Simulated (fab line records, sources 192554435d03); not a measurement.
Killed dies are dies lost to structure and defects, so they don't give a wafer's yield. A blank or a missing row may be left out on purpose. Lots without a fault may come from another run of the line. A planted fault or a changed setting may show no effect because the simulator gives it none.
Split-lot experiment | flow n5_finfet | 7 lots, 21 wafers read, on a route of 1938 steps

THE SPLIT
At N5_BEOL_M15_COAT_22 (resist thk 800 nm), the setting spin_rpm was moved away from the recipe's 1704 rpm on 4 of the 21 wafers read, by -9.3% to +6.7%. The other wafers ran this setting at the recipe's value.

FROM THE SPLIT TO THE READING: what the file shows between them, 6 steps
- N5_BEOL_M15_PEB_26: peb time 90 s (also split here: peb_temp_c)
- N5_BEOL_M15_DEVELOP_27: develop time 45 s
- N5_BEOL_M15_HARDBAKE_32: time 120 s
- N5_BEOL_M15_CD_MEAS_28: target cd 407.6 nm
- N5_BEOL_M15_DESCUM_33: chemistry O2, time 7.9 s
- N5_BEOL_M15_ETCH_61: etches BARC in N2/H2, target depth 89 nm, overetch 26.7 nm, time 67.9 s

THE READING
coat_of_BEOL_M15_COAT_22.thk_nm (the simulator's own value, which no gauge read), in nm, at N5_BEOL_M15_TRENCH_ETCH_34 (etches SiO2 in C4F8/O2/Ar, target depth 872.93 nm, time 199 s). The file gives no usual value for it. The 17 wafers here that ran the recipe average 542.1 nm, standard deviation 4.2 nm.

wafer  | tool, chamber at the split | spin_rpm as run, rpm | against the recipe | coat_of_BEOL_M15_COAT_22.thk_nm, nm | against lot-mates on the recipe
L078.1 | litho_track-04, 0          | 1603                 | -5.9%              | 568.6                               | +28.8
L078.4 | litho_track-04, 0          | 1704                 | recipe             | 535.8                               | -
L078.5 | litho_track-04, 0          | 1704                 | recipe             | 543.8                               | -
L085.2 | litho_track-02, 0          | 1704                 | recipe             | 547.6                               | -
L085.4 | litho_track-02, 0          | 1704                 | recipe             | 541.2                               | -
L085.6 | litho_track-02, 0          | 1704                 | recipe             | 547.2                               | -
L086.1 | litho_track-02, 0          | 1704                 | recipe             | 542.6                               | -
L086.3 | litho_track-02, 0          | 1704                 | recipe             | 539                                 | -
L086.6 | litho_track-02, 0          | 1704                 | recipe             | 542.8                               | -
L087.2 | litho_track-04, 0          | 1545                 | -9.3%              | 573.8                               | +35.7
L087.3 | litho_track-04, 0          | 1704                 | recipe             | 539.4                               | -
L087.6 | litho_track-04, 0          | 1704                 | recipe             | 536.8                               | -
L091.2 | litho_track-04, 0          | 1819                 | +6.7%              | 512                                 | -39.6
L091.3 | litho_track-04, 0          | 1704                 | recipe             | 551.6                               | -
L091.4 | litho_track-04, 0          | 1819                 | +6.7%              | 524                                 | -27.6
L095.1 | litho_track-05, 0          | 1704                 | recipe             | 542.2                               | -
L095.2 | litho_track-05, 0          | 1704                 | recipe             | 545.2                               | -
L095.3 | litho_track-05, 0          | 1704                 | recipe             | 541.2                               | -
L097.1 | litho_track-05, 0          | 1704                 | recipe             | 537                                 | -
L097.2 | litho_track-05, 0          | 1704                 | recipe             | 544                                 | -
L097.4 | litho_track-05, 0          | 1704                 | recipe             | 537.8                               | -

THE FIT
A straight line over all 21 wafers: coat_of_BEOL_M15_COAT_22.thk_nm changes by -3.65 nm for each +1% of spin_rpm; r = -0.94; the points scatter about the line by 4.6 nm.
The same after taking each lot's own level away (the mean of its wafers on the recipe; 21 wafers): -4.49 nm for each +1%; r = -0.97; scatter 3.6 nm.
On that fit, the largest move of spin_rpm shifts the reading by 42 nm.
The lots' own levels span 538.10 to 551.60 nm, that is 3.2 times the standard deviation above.
So the lot-to-lot level changes the slope: the two fits differ.
Check: with one of the wafers moved furthest among these (-9.3%) left out of the fit, the line predicts +46.1 nm for it against its lot-mates. It came out at +35.7 nm against them.

OTHER SPLITS ON THESE WAFERS
These wafers also went through other splits before the reading. Each is held against what the fit with the lots' levels taken away leaves over:
other split on the same wafers    | wafers away from the commonest value | r with coat_of_BEOL_M15_COAT_22.thk_nm (lot level and that fit taken away)
N5_BEOL_M14_TRENCH_ETCH_34 time_s | 9                                    | +0.30
N5_BEOL_M15_PEB_26 peb_temp_c     | 8                                    | -0.32

THE WHOLE CHAIN: every reading that the file lists as answering this split, in the file's order
step                       | what it does                                                            | reading                                                                          | change (the file's fit)              | r (the file's)
N5_BEOL_M15_COAT_22        | resist thk 800 nm                                                       | coat_of_BEOL_M15_COAT_22.thk_nm (the simulator's own value, which no gauge read) | -4.17 nm for each +1% of the setting | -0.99
N5_BEOL_M15_ETCH_61        | etches BARC in N2/H2, target depth 89 nm, overetch 26.7 nm, time 67.9 s | coat_of_BEOL_M15_COAT_22.thk_nm (the simulator's own value, which no gauge read) | -4.32 nm for each +1% of the setting | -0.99
N5_BEOL_M15_TRENCH_ETCH_34 | etches SiO2 in C4F8/O2/Ar, target depth 872.93 nm, time 199 s           | coat_of_BEOL_M15_COAT_22.thk_nm (the simulator's own value, which no gauge read) | -4.36 nm for each +1% of the setting | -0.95

THE FILE'S OWN FIT
coat_of_BEOL_M15_COAT_22.thk_nm changes by -4.36 nm for each +1% of spin_rpm, r = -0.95.
